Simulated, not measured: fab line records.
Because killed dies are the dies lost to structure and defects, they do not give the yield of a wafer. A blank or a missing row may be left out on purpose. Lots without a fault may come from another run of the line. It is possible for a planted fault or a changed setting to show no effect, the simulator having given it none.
fab line records | flow nand-harc | part 1 of 2: steps 1 to 20 of 31
record: lots: 5 wafers: 15 last-day: 32
route steps=1302 shown A_STAIRCASE@738
lots that met no fault: taken from a fault-free run of the same line
start-h: start of the lot's first displayed wafer, in hours after the record's first day | wait-h: hours from the lot's prior step to this one | " as in the row above | L1.1+2: several wafers, shown together as one row | - either no value or no given start | * or withheld: withheld | < > ~ a bound
route shown NAME@n: names a module that has steps shown in the file, with the first one's number in the route | usual: mean and standard deviation over wafers with no fault | same: alike in all rows | chamber/n: place in a boat | sites: the reading at each site | _std_site: the values' standard deviation | _edge_site: inner sites' mean taken away from outer sites' mean | radius-mm: for every site, how far away it sits from the centre of the wafer | mask NAME#n: copy n | behind: the last tool/chamber to shape the wafer | hold: the reason the lot was held/the length of the hold in hours/how it ended | device: names the non-switching transistor (n, p or np) | end of line: tests run on the same wafers once the route is complete | step lacking rows: just its recipe | killed: at the first sort, the dies lost to defects and structure; wafer yield is something else | map: per-die view of a wafer (x killed, . not killed, _ where there is no die)
set.NAME: the setting that was run; set.NAME@STEP: the one run at that earlier step | model.NAME: the simulator's own value behind a step, which no gauge read
certain route steps with their lots: each step a table, each wafer a row
services: a tool's chamber out of use, with start hour (start-h, from the record's first day; less than 0 if before it), hours out, and reason
== steps ==
step: NHARC_A_STAIRCASE_TRIM_224
recipe: time-s: 211.2 o2-flow-sccm: 500 ar-flow-sccm: 0 bias-w: 0 chemistry: O2
usual: drypump-motor-current-A: 5.6/0.44 oes-product-au: 1.001/0.014 rf-vpp-V: 57.8/0.91 showerhead-plenum-p-Torr: 3.54/0.18 throttle-valve-pct: 17.035/0.0084
columns lot.wafer tool chamber start-h wait-h drypump-motor-current-A oes-product-au rf-hours-counter-h rf-vpp-V showerhead-plenum-p-Torr throttle-valve-pct
L079.3 rie-diel-06 3 - - 4.8 0.989 24 58.0 3.33 17.028
L079.4 " 0 " " 6.0 1.000 27 57.7 3.42 17.034
L079.5 " 0 " " 6.0 0.998 - 58.4 3.42 17.042
L078.4 rie-diel-13 0 - - 6.0 1.011 25 57.6 3.65 17.036
L078.2 " 1 " " 6.4 1.010 15 57.2 3.64 17.034
L078.5 " 3 " " 5.9 0.992 - 58.3 3.79 17.036
L087.4 rie-diel-13 0 - - 6.0 1.021 63 58.5 3.63 17.054
L087.3 " 1 " " 6.5 1.000 51 57.3 3.62 17.042
L087.5 " 3 " " 5.9 0.996 - 58.6 3.78 17.025
L090.4 rie-diel-09 2 - - 5.1 0.980 5 58.3 3.81 17.037
L090.3 " 0 " " 5.7 0.980 7 57.5 3.74 17.042
L090.1 " 1 " " 6.1 1.013 7 57.1 3.48 17.031
L092.2 rie-diel-06 1 - - 5.4 1.021 23 58.9 3.76 17.033
L092.1 " 2 " " 5.6 1.008 22 59.2 3.40 17.032
L092.3 " 0 " " 6.0 1.019 25 58.7 3.39 17.027
step: NHARC_A_STAIRCASE_ETCH_225
recipe: target-depth-a: 1000 time-s: 40.5 ion-energy-ev: 400 c4f8-flow-sccm: 20 o2-flow-sccm: 10 ar-flow-sccm: withheld rf-w: 600 bias-w: 1000 chemistry: C4F8/O2
usual: oes-product-au: 0.942/0.015 rf-vpp-V: 896/6.4
columns lot.wafer tool chamber start-h wait-h oes-product-au rf-hours-counter-h rf-vpp-V
L079.3 rie-diel-06 2 - - 0.950 29 891
L079.4 " 3 " " 0.911 24 887
L079.5 " 1 " " 0.953 - 906
L078.2 rie-diel-13 2 - - 0.936 19 900
L078.4 " 3 " " 0.942 23 905
L078.5 " 2 " " 0.941 - 900
L087.3 rie-diel-13 3 - - 0.934 52 904
L087.4 " 1 " " 0.950 51 900
L087.5 " 3 " " 0.933 - 904
L090.3 rie-diel-09 1 - - 0.946 7 896
L090.1 " 2 " " 0.929 5 904
L090.4 " 3 " " 0.925 5 894
L092.2 rie-diel-06 0 - - 0.950 25 890
L092.1 " 1 " " 0.964 23 904
L092.3 " 2 " " 0.951 22 892
step: NHARC_A_STAIRCASE_TRIM_226
recipe: time-s: 211.2 o2-flow-sccm: 500 ar-flow-sccm: 0 bias-w: 0 chemistry: O2
usual: drypump-motor-current-A: 5.5/0.44 oes-product-au: 0.999/0.015 rf-vpp-V: 57.9/0.84 showerhead-plenum-p-Torr: 3.53/0.18 throttle-valve-pct: 17.037/0.0091
columns lot.wafer tool chamber start-h wait-h drypump-motor-current-A oes-product-au rf-hours-counter-h rf-vpp-V showerhead-plenum-p-Torr throttle-valve-pct
L079.4 rie-diel-06 2 - - 5.6 1.008 29 59.0 3.43 17.034
L079.3 " 0 " " 6.0 0.998 27 57.1 3.42 17.030
L079.5 " 3 " " 4.8 0.977 - 58.6 3.33 17.045
L078.4 rie-diel-13 2 - - 5.4 0.985 19 58.7 3.65 17.039
L078.2 " 3 " " 5.9 0.987 23 58.9 3.79 17.033
L078.5 " 2 " " 5.4 0.994 - 57.8 3.65 17.049
L087.3 rie-diel-13 3 - - 5.9 0.986 52 58.2 3.78 17.032
L087.4 " 2 " " 5.4 0.984 55 56.8 3.63 17.057
L087.5 " 0 " " 6.0 1.014 - 59.2 3.63 17.036
L090.3 rie-diel-09 3 - - 5.2 0.998 5 56.9 3.45 17.033
L090.4 " 0 " " 5.7 0.975 7 58.7 3.74 17.036
L090.1 " 2 " " 5.0 0.978 5 59.6 3.81 17.045
L092.3 rie-diel-06 0 - - 6.0 1.004 25 56.6 3.39 17.043
L092.2 " 1 " " 5.4 1.015 23 58.5 3.76 17.020
L092.1 " 2 " " 5.6 1.002 22 57.1 3.40 17.043
step: NHARC_A_STAIRCASE_ETCH_227
recipe: target-depth-a: 1000 time-s: 40.5 ion-energy-ev: 400 c4f8-flow-sccm: 20 o2-flow-sccm: 10 ar-flow-sccm: withheld rf-w: 600 bias-w: 1000 chemistry: C4F8/O2
usual: oes-product-au: 0.942/0.016 rf-vpp-V: 896/6.4
columns lot.wafer tool chamber start-h wait-h oes-product-au rf-hours-counter-h rf-vpp-V
L079.4 rie-diel-06 1 - - 0.960 32 906
L079.3 " 0 " " 0.947 27 892
L079.5 " 1 " " 0.960 - 906
L078.2 rie-diel-13 1 - - 0.956 15 900
L078.4 " 2 " " 0.942 19 899
L078.5 " 1 " " 0.946 - 901
L087.3 rie-diel-13 1 - - 0.939 51 899
L087.4 " 2 " " 0.939 55 899
L087.5 " 0 " " 0.961 - 899
L090.4 rie-diel-09 1 - - 0.934 7 895
L090.3 " 3 " " 0.924 5 892
L090.1 " 0 " " 0.906 7 903
L092.1 rie-diel-06 2 - - 0.952 22 891
L092.2 " 0 " " 0.953 25 890
L092.3 " 1 " " 0.960 23 905
step: NHARC_A_STAIRCASE_TRIM_229
recipe: time-s: 211.2 o2-flow-sccm: 500 ar-flow-sccm: 0 bias-w: 0 chemistry: O2
usual: drypump-motor-current-A: 5.6/0.46 oes-product-au: 0.997/0.015 rf-vpp-V: 57.9/0.97 showerhead-plenum-p-Torr: 3.56/0.17 throttle-valve-pct: 17.038/0.009
columns lot.wafer tool chamber start-h wait-h drypump-motor-current-A oes-product-au rf-hours-counter-h rf-vpp-V showerhead-plenum-p-Torr throttle-valve-pct
L079.4 rie-diel-06 3 405.49 0.1 4.8 0.983 24 56.0 3.33 17.060
L079.3 " 0 " " 6.0 0.992 27 57.2 3.42 17.032
L079.5 " 1 " " 5.4 1.003 - 56.9 3.79 17.021
L078.4 rie-diel-06 1 408.31 0.1 5.4 1.008 33 58.1 3.79 17.043
L078.2 " 2 " " 5.5 0.999 30 60.1 3.43 17.029
L078.5 " 0 " " 6.0 0.999 - 57.8 3.42 17.031
L087.3 rie-diel-13 2 517.49 0.1 5.4 0.994 55 58.5 3.63 17.040
L087.4 " 0 " " 6.0 1.019 63 58.8 3.63 17.023
L087.5 " 2 " " 5.4 0.996 - 58.3 3.63 17.033
L090.3 rie-diel-06 0 524.61 0.2 6.0 0.999 13 57.6 3.40 17.036
L090.1 " 1 " " 5.4 1.013 14 57.1 3.77 17.039
L090.4 " 2 " " 5.5 0.999 13 57.7 3.41 17.032
L092.1 rie-diel-09 2 548.08 0.1 5.1 0.989 14 60.3 3.80 17.034
L092.2 " 3 " " 5.2 0.989 13 57.9 3.45 17.039
L092.3 " 0 " " 5.7 0.977 17 57.9 3.74 17.044
step: NHARC_A_STAIRCASE_ETCH_230
recipe: target-depth-a: 1000 time-s: 40.5 ion-energy-ev: 400 c4f8-flow-sccm: 20 o2-flow-sccm: 10 ar-flow-sccm: withheld rf-w: 600 bias-w: 1000 chemistry: C4F8/O2
usual: oes-product-au: 0.953/0.022 rf-vpp-V: 897/6.3
columns lot.wafer tool chamber start-h wait-h oes-product-au rf-hours-counter-h rf-vpp-V
L079.4 rie-diel-06 0 - - 0.930 27 892
L079.3 " 1 " " 0.949 32 905
L079.5 " 3 " " 0.922 - 888
L078.2 rie-diel-06 1 - - 0.979 33 905
L078.4 " 3 " " 0.941 25 888
L078.5 " 1 " " 0.985 - 905
L087.3 rie-diel-13 3 - - 0.928 53 904
L087.4 " 0 " " 0.969 63 899
L087.5 " 0 " " 0.948 - 900
L090.4 rie-diel-06 3 - - 0.923 13 888
L090.1 " 0 " " 0.944 13 891
L090.3 " 1 " " 0.937 14 904
L092.3 rie-diel-09 2 - - 0.947 14 906
L092.1 " 3 " " 0.953 13 893
L092.2 " 0 " " 0.962 17 904
step: NHARC_A_STAIRCASE_TRIM_231
recipe: time-s: 211.2 o2-flow-sccm: 500 ar-flow-sccm: 0 bias-w: 0 chemistry: O2
usual: drypump-motor-current-A: 5.6/0.44 oes-product-au: 1.000/0.014 rf-vpp-V: 57.9/0.97 showerhead-plenum-p-Torr: 3.57/0.17 throttle-valve-pct: 17.037/0.009
columns lot.wafer tool chamber start-h wait-h drypump-motor-current-A oes-product-au rf-hours-counter-h rf-vpp-V showerhead-plenum-p-Torr throttle-valve-pct
L079.3 rie-diel-06 3 - - 4.8 0.975 25 57.3 3.33 17.045
L079.4 " 0 " " 6.0 0.999 27 55.8 3.42 17.044
L079.5 " 2 " " 5.6 0.999 - 56.8 3.43 17.032
L078.2 rie-diel-06 1 - - 5.4 1.007 33 59.8 3.79 17.038
L078.4 " 0 " " 6.0 1.004 28 58.3 3.42 17.038
L078.5 " 2 " " 5.5 1.009 - 59.0 3.43 17.048
L087.4 rie-diel-13 0 - - 6.0 1.004 63 57.7 3.63 17.032
L087.3 " 1 " " 6.4 0.999 51 56.6 3.62 17.029
L087.5 " 3 " " 5.9 0.985 - 57.8 3.78 17.028
L090.4 rie-diel-06 0 - - 6.0 1.001 13 58.5 3.40 17.028
L090.3 " 1 " " 5.4 1.028 14 58.6 3.77 17.029
L090.1 " 2 " " 5.5 0.997 13 56.6 3.41 17.028
L092.1 rie-diel-09 3 - - 5.2 0.993 13 57.8 3.45 17.024
L092.2 " 0 " " 5.7 0.984 17 58.5 3.74 17.056
L092.3 " 1 " " 6.1 1.001 18 58.0 3.47 17.054
step: NHARC_A_STAIRCASE_ETCH_232
recipe: target-depth-a: 1000 time-s: 40.5 ion-energy-ev: 400 c4f8-flow-sccm: 20 o2-flow-sccm: 10 ar-flow-sccm: withheld rf-w: 600 bias-w: 1000 chemistry: C4F8/O2
usual: oes-product-au: 0.949/0.016 rf-vpp-V: 897/6.2
columns lot.wafer tool chamber start-h wait-h oes-product-au rf-hours-counter-h rf-vpp-V
L079.3 rie-diel-06 2 - - 0.946 30 893
L079.4 " 0 " " 0.947 27 892
L079.5 " 2 " " 0.942 - 892
L078.4 rie-diel-06 1 - - 0.959 33 908
L078.2 " 3 " " 0.922 26 890
L078.5 " 1 " " 0.960 - 907
L087.3 rie-diel-13 0 - - 0.960 63 900
L087.4 " 2 " " 0.925 55 900
L087.5 " 1 " " 0.947 - 899
L090.1 rie-diel-06 0 - - 0.938 13 893
L090.4 " 2 " " 0.938 13 893
L090.3 " 3 " " 0.914 13 890
L092.1 rie-diel-09 1 - - 0.979 18 894
L092.2 " 2 " " 0.938 14 905
L092.3 " 3 " " 0.943 13 892
step: NHARC_A_STAIRCASE_TRIM_233
recipe: time-s: 211.2 o2-flow-sccm: 500 ar-flow-sccm: 0 bias-w: 0 chemistry: O2
usual: drypump-motor-current-A: 5.6/0.48 oes-product-au: 1.000/0.014 rf-vpp-V: 57.9/0.99 showerhead-plenum-p-Torr: 3.55/0.17 throttle-valve-pct: 17.037/0.0091
columns lot.wafer tool chamber start-h wait-h drypump-motor-current-A oes-product-au rf-hours-counter-h rf-vpp-V showerhead-plenum-p-Torr throttle-valve-pct
L079.4 rie-diel-06 0 - - 6.0 1.003 27 58.3 3.42 17.039
L079.3 " 2 " " 5.6 1.014 30 57.1 3.43 17.028
L079.5 " 0 " " 6.0 1.006 - 58.0 3.42 17.041
L078.2 rie-diel-06 2 - - 5.6 1.006 31 57.8 3.43 17.034
L078.4 " 3 " " 4.8 0.982 26 58.5 3.33 17.035
L078.5 " 2 " " 5.5 1.005 - 58.8 3.43 17.028
L087.3 rie-diel-13 3 - - 5.9 0.993 53 58.5 3.78 17.054
L087.4 " 0 " " 6.0 1.005 63 58.7 3.63 17.027
L087.5 " 1 " " 6.4 1.006 - 59.5 3.62 17.044
L090.3 rie-diel-06 3 - - 4.8 0.984 13 55.2 3.30 17.039
L090.4 " 0 " " 6.0 1.010 13 57.6 3.40 17.026
L090.1 " 1 " " 5.4 1.016 14 59.7 3.77 17.038
L092.3 rie-diel-09 0 - - 5.7 0.985 17 57.2 3.74 17.041
L092.2 " 1 " " 6.1 1.018 18 59.1 3.47 17.044
L092.1 " 2 " " 5.1 0.994 14 58.5 3.80 17.045
step: NHARC_A_STAIRCASE_ETCH_234
recipe: target-depth-a: 1000 time-s: 40.5 ion-energy-ev: 400 c4f8-flow-sccm: 20 o2-flow-sccm: 10 ar-flow-sccm: withheld rf-w: 600 bias-w: 1000 chemistry: C4F8/O2
usual: oes-product-au: 0.943/0.016 rf-vpp-V: 897/6.4
columns lot.wafer tool chamber start-h wait-h oes-product-au rf-hours-counter-h rf-vpp-V
L079.3 rie-diel-06 2 - - 0.942 30 893
L079.4 " 3 " " 0.926 25 889
L079.5 " 2 " " 0.940 - 892
L078.4 rie-diel-06 2 - - 0.946 31 891
L078.2 " 0 " " 0.950 28 893
L078.5 " 1 " " 0.954 - 906
L087.4 rie-diel-13 2 - - 0.941 56 899
L087.3 " 3 " " 0.932 53 904
L087.5 " 2 " " 0.927 - 900
L090.4 rie-diel-06 2 - - 0.944 13 891
L090.3 " 0 " " 0.958 14 891
L090.1 " 1 " " 0.970 14 904
L092.3 rie-diel-09 1 - - 0.962 18 894
L092.2 " 3 " " 0.947 13 894
L092.1 " 0 " " 0.939 17 904
step: NHARC_A_STAIRCASE_TRIM_235
recipe: time-s: 211.2 o2-flow-sccm: 500 ar-flow-sccm: 0 bias-w: 0 chemistry: O2
usual: drypump-motor-current-A: 5.6/0.47 oes-product-au: 1.001/0.015 rf-vpp-V: 58.0/0.96 showerhead-plenum-p-Torr: 3.56/0.17 throttle-valve-pct: 17.036/0.0084
columns lot.wafer tool chamber start-h wait-h drypump-motor-current-A oes-product-au rf-hours-counter-h rf-vpp-V showerhead-plenum-p-Torr throttle-valve-pct
L079.3 rie-diel-06 3 - - 4.8 0.969 25 57.9 3.33 17.050
L079.4 " 0 " " 6.0 0.984 28 55.9 3.42 17.033
L079.5 " 0 " " 6.0 1.003 - 57.3 3.42 17.027
L078.2 rie-diel-06 1 - - 5.4 1.009 33 58.7 3.79 17.026
L078.4 " 3 " " 4.8 0.977 26 56.3 3.33 17.030
L078.5 " 1 " " 5.4 1.010 - 57.3 3.79 17.032
L087.3 rie-diel-13 1 - - 6.4 1.006 51 56.8 3.62 17.036
L087.4 " 2 " " 5.4 1.002 56 57.9 3.63 17.031
L087.5 " 2 " " 5.5 0.992 - 58.1 3.63 17.028
L090.4 rie-diel-06 2 - - 5.6 1.000 13 57.5 3.41 17.048
L090.3 " 3 " " 4.8 0.983 13 58.8 3.30 17.033
L090.1 " 0 " " 6.0 1.003 14 58.3 3.40 17.022
L092.2 rie-diel-09 3 - - 5.2 0.990 13 58.3 3.45 17.021
L092.3 " 0 " " 5.7 0.982 17 59.7 3.74 17.044
L092.1 " 1 " " 6.1 0.997 18 56.1 3.47 17.032
step: NHARC_A_STAIRCASE_ETCH_236
recipe: target-depth-a: 1000 time-s: 40.5 ion-energy-ev: 400 c4f8-flow-sccm: 20 o2-flow-sccm: 10 ar-flow-sccm: withheld rf-w: 600 bias-w: 1000 chemistry: C4F8/O2
usual: oes-product-au: 0.942/0.015 rf-vpp-V: 897/6.3
columns lot.wafer tool chamber start-h wait-h oes-product-au rf-hours-counter-h rf-vpp-V
L079.3 rie-diel-06 0 - - 0.921 28 893
L079.4 " 1 " " 0.935 33 905
L079.5 " 0 " " 0.926 - 892
L078.4 rie-diel-06 3 - - 0.923 26 889
L078.2 " 2 " " 0.954 31 893
L078.5 " 0 " " 0.948 - 892
L087.4 rie-diel-13 3 - - 0.938 53 905
L087.3 " 0 " " 0.951 63 900
L087.5 " 0 " " 0.948 - 900
L090.3 rie-diel-06 2 - - 0.937 13 890
L090.4 " 3 " " 0.923 13 886
L090.1 " 1 " " 0.954 15 905
L092.2 rie-diel-09 2 - - 0.931 15 905
L092.3 " 3 " " 0.917 13 893
L092.1 " 1 " " 0.981 18 894
step: NHARC_A_STAIRCASE_STRIP_238
recipe: power-w: 1500 temp-c: 250 chemistry: O2
usual: drypump-motor-current-A: 5.3/0.44 heater-power-w: 359/19
columns lot.wafer tool chamber start-h wait-h drypump-motor-current-A heater-power-w rf-hours-counter-h
L079.4 plasma-asher-01 1 407.42 0.2 4.8 361 -
L079.3 " 0 " " 5.2 376 -
L079.5 " 1 " " 4.8 354 -
L078.2 plasma-asher-02 0 409.37 0.1 5.8 354 34
L078.4 " 0 " " 5.8 360 -
L078.5 " 0 " " 5.8 349 -
L087.3 plasma-asher-02 1 518.64 0.2 5.9 327 -
L087.4 " 0 " " 5.8 392 -
L087.5 " 1 " " 5.9 343 -
L090.1 plasma-asher-02 1 525.77 0.1 5.9 339 21
L090.3 " 0 " " 5.8 382 -
L090.4 " 1 " " 5.9 331 -
L092.1 plasma-asher-02 0 549.14 0.1 5.8 383 26
L092.2 " 1 " " 5.9 334 26
L092.3 " 1 " " 5.9 341 -
step: NHARC_A_STAIRCASE_STRIP_239
recipe: time-s: 900 temp-c: 130 chemistry: SPM
usual: bath-guard-temp-C: 130.0/0.48 bath-heat-duty-pct: 14.9/1.7
columns lot.wafer tool chamber start-h wait-h bath-guard-temp-C bath-heat-duty-pct
L079.4 wet-bench-02 0 407.67 0.2 129.6 17.8
L079.3 " 2 " " 130.7 13.6
L079.5 " 5 " " 129.3 15.8
L078.5 wet-bench-05 7 409.72 0.1 130.5 15.4
L078.2 " 0 " " 130.1 17.1
L078.4 " 1 " " 130.0 11.8
L087.4 wet-bench-05 1 518.90 0.2 130.2 11.9
L087.5 " 2 " " 131.0 15.7
L087.3 " 4 " " 129.9 16.7
L090.4 wet-bench-05 2 526.08 0.2 130.9 14.7
L090.1 " 3 " " 130.3 13.7
L090.3 " 7 " " 130.4 16.6
L092.1 wet-bench-07 1 549.49 0.3 129.1 14.7
L092.3 " 4 " " 130.2 15.5
L092.2 " 6 " " 130.2 18.0
step: NHARC_A_STAIRCASE_PRECLEAN_240
recipe: time-s: * temp-c: 50 bath-age-min: 0 chemistry: SC1
usual: bath-guard-temp-C: 50.0/0.53 bath-heat-duty-pct: 7.1/0.85 diw-flow-mL-min: 1416/4.3
same: bath-age-min: 0
columns lot.wafer tool chamber start-h wait-h bath-guard-temp-C bath-heat-duty-pct diw-flow-mL-min
L079.4 wet-bench-02 0 - - 49.4 7.5 1420
L079.3 " 2 " " 50.7 6.6 1415
L079.5 " 5 " " 49.4 7.1 1423
L078.5 wet-bench-05 7 - - 51.1 7.5 1418
L078.2 " 0 " " 50.1 7.7 1414
L078.4 " 1 " " 50.6 6.4 1409
L087.4 wet-bench-05 1 - - 50.1 6.2 1418
L087.5 " 2 " " 50.9 7.6 1412
L087.3 " 4 " " 49.5 8.5 1419
L090.4 wet-bench-05 2 - - 51.1 7.4 1420
L090.1 " 3 " " 50.2 7.1 1415
L090.3 " 7 " " 50.8 6.6 1418
L092.1 wet-bench-07 1 - - 48.9 6.6 1418
L092.3 " 4 " " 49.9 7.0 1416
L092.2 " 6 " " 50.0 7.8 1421
step: NHARC_A_STAIRCASE_SRD_241
columns lot.wafer tool chamber start-h wait-h
L079.4+3+5 wet-bench-02 0,2,5 - -
L078.5+2+4 wet-bench-05 7,0,1 - -
L087.4+5+3 wet-bench-05 1,2,4 - -
L090.4+1+3 wet-bench-05 2,3,7 - -
L092.1+3+2 wet-bench-07 1,4,6 - -
step: NHARC_A_STAIRCASE_DEHYDRATE_242
recipe: temp-c: 150 time-s: 120
columns lot.wafer tool chamber start-h wait-h
L079.3+4+5 litho-track-03 0 408.12 -
L078.2+4+5 litho-track-07 0 410.15 -
L087.3+4+5 litho-track-05 0 519.35 -
L090.1+3+4 litho-track-05 0 526.62 -
L092.1+2+3 litho-track-03 0 549.94 -
step: NHARC_A_STAIRCASE_HMDS_243
recipe: time-s: 30
columns lot.wafer tool chamber start-h wait-h
L079.3+4+5 litho-track-03 0 - -
L078.2+4+5 litho-track-07 0 - -
L087.3+4+5 litho-track-05 0 - -
L090.1+3+4 litho-track-05 0 - -
L092.1+2+3 litho-track-03 0 - -
step: NHARC_A_STAIRCASE_COAT_244
recipe: spin-rpm: 1200
columns lot.wafer tool chamber start-h wait-h
L079.3+4+5 litho-track-03 0 - -
L078.2+4+5 litho-track-07 0 - -
L087.3+4+5 litho-track-05 0 - -
L090.1+3+4 litho-track-05 0 - -
L092.1+2+3 litho-track-03 0 - -
step: NHARC_A_STAIRCASE_SOFTBAKE_245
recipe: temp-c: 135 time-s: 170
columns lot.wafer tool chamber start-h wait-h
L079.3+4+5 litho-track-03 0 - -
L078.2+4+5 litho-track-07 0 - -
L087.3+4+5 litho-track-05 0 - -
L090.1+3+4 litho-track-05 0 - -
L092.1+2+3 litho-track-03 0 - -
